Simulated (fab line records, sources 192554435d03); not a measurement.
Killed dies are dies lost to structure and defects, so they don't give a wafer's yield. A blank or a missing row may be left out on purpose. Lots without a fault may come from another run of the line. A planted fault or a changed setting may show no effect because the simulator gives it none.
Split-lot experiment | flow n5_finfet | 7 lots, 21 wafers read, on a route of 1938 steps

THE SPLIT
At N5_BEOL_M11_COAT_60 (time 60 s, resist thk 30 nm), the setting spin_rpm was moved away from the recipe's 1500 rpm on 6 of the 21 wafers read, by -3.0% to +5.1%. The other wafers ran this setting at the recipe's value.

FROM THE SPLIT TO THE READING: what the file shows between them, 3 steps
- N5_BEOL_M11_COAT_05: resist thk 90 nm
- N5_BEOL_M11_EBR_07
- N5_BEOL_M11_DESCUM_16: chemistry O2, time 7.9 s

THE READING
etch.depth_nm (the simulator's own value, which no gauge read), in nm, at N5_BEOL_M11_ETCH_61 (etches SiARC in CF4, target depth 39 nm, time 65 s). The file gives no usual value for it. The 15 wafers here that ran the recipe average 30.04 nm, standard deviation 0.072 nm.

wafer  | tool, chamber at the split | spin_rpm as run, rpm | against the recipe | etch.depth_nm, nm | against lot-mates on the recipe
L078.1 | litho_track-02, 0          | 1500                 | recipe             | 29.93             | -
L078.2 | litho_track-02, 0          | 1500                 | recipe             | 30.04             | -
L078.6 | litho_track-02, 0          | 1557                 | +3.8%              | 29.42             | -0.56
L079.1 | litho_track-04, 0          | 1500                 | recipe             | 30.11             | -
L079.3 | litho_track-04, 0          | 1500                 | recipe             | 30.17             | -
L079.5 | litho_track-04, 0          | 1500                 | recipe             | 30.05             | -
L080.2 | litho_track-02, 0          | 1577                 | +5.1%              | 29.3              | no lot-mate on the recipe
L080.3 | litho_track-02, 0          | 1577                 | +5.1%              | 29.25             | no lot-mate on the recipe
L080.4 | litho_track-02, 0          | 1577                 | +5.1%              | 29.36             | no lot-mate on the recipe
L082.2 | litho_track-01, 0          | 1500                 | recipe             | 30.15             | -
L082.5 | litho_track-01, 0          | 1500                 | recipe             | 30.08             | -
L082.6 | litho_track-01, 0          | 1500                 | recipe             | 30.09             | -
L084.4 | litho_track-02, 0          | 1500                 | recipe             | 29.96             | -
L084.5 | litho_track-02, 0          | 1500                 | recipe             | 29.9              | -
L084.6 | litho_track-02, 0          | 1500                 | recipe             | 30.02             | -
L093.1 | litho_track-04, 0          | 1455                 | -3.0%              | 30.5              | +0.47
L093.3 | litho_track-04, 0          | 1500                 | recipe             | 30.03             | -
L093.4 | litho_track-04, 0          | 1455                 | -3.0%              | 30.66             | +0.63
L097.1 | litho_track-01, 0          | 1500                 | recipe             | 30.03             | -
L097.6 | litho_track-01, 0          | 1500                 | recipe             | 30.03             | -
L097.3 | litho_track-01, 0          | 1500                 | recipe             | 30.06             | -

THE FIT
A straight line over all 21 wafers: etch.depth_nm changes by -0.154 nm for each +1% of spin_rpm; r = -0.98; the points scatter about the line by 0.077 nm.
The same after taking each lot's own level away (the mean of its wafers on the recipe; 18 wafers): -0.167 nm for each +1%; r = -0.98; scatter 0.053 nm.
On that fit, the largest move of spin_rpm shifts the reading by 0.86 nm.
The lots' own levels span 29.960 to 30.110 nm, that is 2.1 times the standard deviation above.
So the lot-to-lot level changes the slope little: the two slopes agree.
Check: with one of the wafers moved furthest among these (+3.8%) left out of the fit, the line predicts -0.697 nm for it against its lot-mates. It came out at -0.565 nm against them.

OTHER SPLITS ON THESE WAFERS
These wafers also went through other splits before the reading. Each is held against what the fit with the lots' levels taken away leaves over:
other split on the same wafers   | wafers away from the commonest value | r with etch.depth_nm (lot level and that fit taken away)
N5_BEOL_M8_TRENCH_ETCH_37 time_s | 4                                    | -0.03
N5_BEOL_M8_CURE_75 time_s        | 5                                    | +0.42
N5_BEOL_M9_COAT_05 spin_rpm      | 9                                    | +0.21
N5_BEOL_M9_ETCH_61 source_w      | 9                                    | +0.30
N5_BEOL_M10_COAT_60 spin_rpm     | 8                                    | -0.27
N5_BEOL_M10_ETCH_62 time_s       | 8                                    | +0.03

THE WHOLE CHAIN: every reading that the file lists as answering this split, in the file's order
step                | what it does                                       | reading                                                                           | change (the file's fit)               | r (the file's)
N5_BEOL_M11_COAT_60 | time 60 s, resist thk 30 nm                        | SiARC_of_BEOL_M11_COAT_60.thk_nm (the simulator's own value, which no gauge read) | -0.161 nm for each +1% of the setting | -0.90
N5_BEOL_M11_ETCH_61 | etches SiARC in CF4, target depth 39 nm, time 65 s | etch.depth_nm (the simulator's own value, which no gauge read)                    | -0.161 nm for each +1% of the setting | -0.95

THE FILE'S OWN FIT
etch.depth_nm changes by -0.161 nm for each +1% of spin_rpm, r = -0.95.
